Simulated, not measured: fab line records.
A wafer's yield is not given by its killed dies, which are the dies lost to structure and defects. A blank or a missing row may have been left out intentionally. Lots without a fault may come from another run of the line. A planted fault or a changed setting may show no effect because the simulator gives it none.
Matching of chambers | flow n5-finfet | 4 sister chambers for N5_BEOL_M7_ALD_77 on ald-metal-01
The step deposits TaN, target thk 2 nm, pulse time 2 s, purge time 3 s. 7 wafers are shown with their chamber, then 8 later ones without.

## WAFERS WITH THEIR CHAMBER
wafer  | chamber | heater-power-w (W) | heater-power-outer-w (W)
L074.4 | 0       | 364                | 206
L076.4 | 3       | 388                | 203
L080.4 | 1       | 437                | 232
L080.5 | 3       | 374                | 206
L079.4 | 1       | 438                | 236
L079.6 | 2       | 420                | 207
L084.1 | 2       | 412                | 205

## WAFERS MISSING THEIR CHAMBER
wafer  | heater-power-w (W) | heater-power-outer-w (W)
L084.3 | 370                | 198
L084.4 | 376                | 201
L091.2 | 372                | 201
L091.3 | 417                | 205
L091.6 | 366                | 202
L094.2 | 379                | 202
L094.3 | 371                | 198
L094.5 | 371                | 200

## CHAMBER TAKEN BY EACH
wafer  | from the rows above     | in truth
L084.3 | can't be placed: 3 or 0 | 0
L084.4 | can't be placed: 3 or 0 | 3
L091.2 | can't be placed: 3 or 0 | 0
L091.3 | 2                       | 2
L091.6 | can't be placed: 0 or 3 | 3
L094.2 | can't be placed: 3 or 0 | 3
L094.3 | can't be placed: 3 or 0 | 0
L094.5 | can't be placed: 3 or 0 | 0
1 of 8 placed correctly. Unplaceable from these rows: 7, with the true chamber sitting among the candidates in 7. Number placed wrongly: 0.
How it was worked out, from the rows above alone: a wafer's distance from a chamber is the root of the sum, over the readings, of the square of ((its reading less the chamber's mean) divided by the reading's scatter). If the next closest chamber is less than 2 further off than the closest, the wafer can't be placed; otherwise it belongs to the closest. The mean given for a chamber averages the wafers shown for that chamber. The scatter is the square root of a quotient: the sum, over the shown wafers, of each reading's squared deviation from its chamber's mean, divided by wafers minus chambers.
